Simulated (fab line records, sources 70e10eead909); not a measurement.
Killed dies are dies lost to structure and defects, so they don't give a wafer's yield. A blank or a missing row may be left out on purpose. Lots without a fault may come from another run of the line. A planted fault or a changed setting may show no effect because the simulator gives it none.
Chamber matching | flow nand_harc | NHARC_A_STAIRCASE_DEP_156 on pecvd-03: 3 sister chambers
The step deposits SiNx, target thk 50 nm. 3 wafers are shown with their chamber, then 10 later ones without.

WAFERS WITH THEIR CHAMBER
wafer  | chamber | heater_power_w (W)
L084.5 | 2       | 693
L086.1 | 0       | 810
L086.2 | 1       | 681

WAFERS WITHOUT THEIR CHAMBER
wafer  | heater_power_w (W)
L086.5 | 828
L086.3 | 612
L086.4 | 614
L086.6 | 697
L094.1 | 688
L094.3 | 641
L094.4 | 702
L097.1 | 785
L097.2 | 751
L097.5 | 782

WHICH CHAMBER EACH WENT THROUGH
wafer  | from the rows above          | in truth
L086.5 | 0                            | 0
L086.3 | can't be placed: 1 or 2      | 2
L086.4 | can't be placed: 1 or 2      | 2
L086.6 | can't be placed: 2 or 1      | 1
L094.1 | can't be placed: 2 or 1      | 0
L094.3 | can't be placed: 1 or 2      | 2
L094.4 | can't be placed: 2 or 1      | 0
L097.1 | can't be placed: 0 or 2 or 1 | 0
L097.2 | can't be placed: 2 or 0 or 1 | 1
L097.5 | can't be placed: 0 or 2 or 1 | 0
Placed correctly: 1 of 10. Can't be placed from these rows: 9 (the true chamber is among the candidates in 7). Placed wrongly: 0.
How it was worked out, from the rows above alone: a wafer's distance from a chamber is the root of the sum, over the readings, of the square of ((its reading less the chamber's mean) divided by the reading's scatter). The wafer belongs to the nearest chamber; if the next one is less than 2 further off, it can't be placed. A chamber's mean is the mean of its shown wafers. The scatter: with one shown wafer a chamber, the root of the mean of the squares of how far each hidden wafer lies from its nearest shown one.
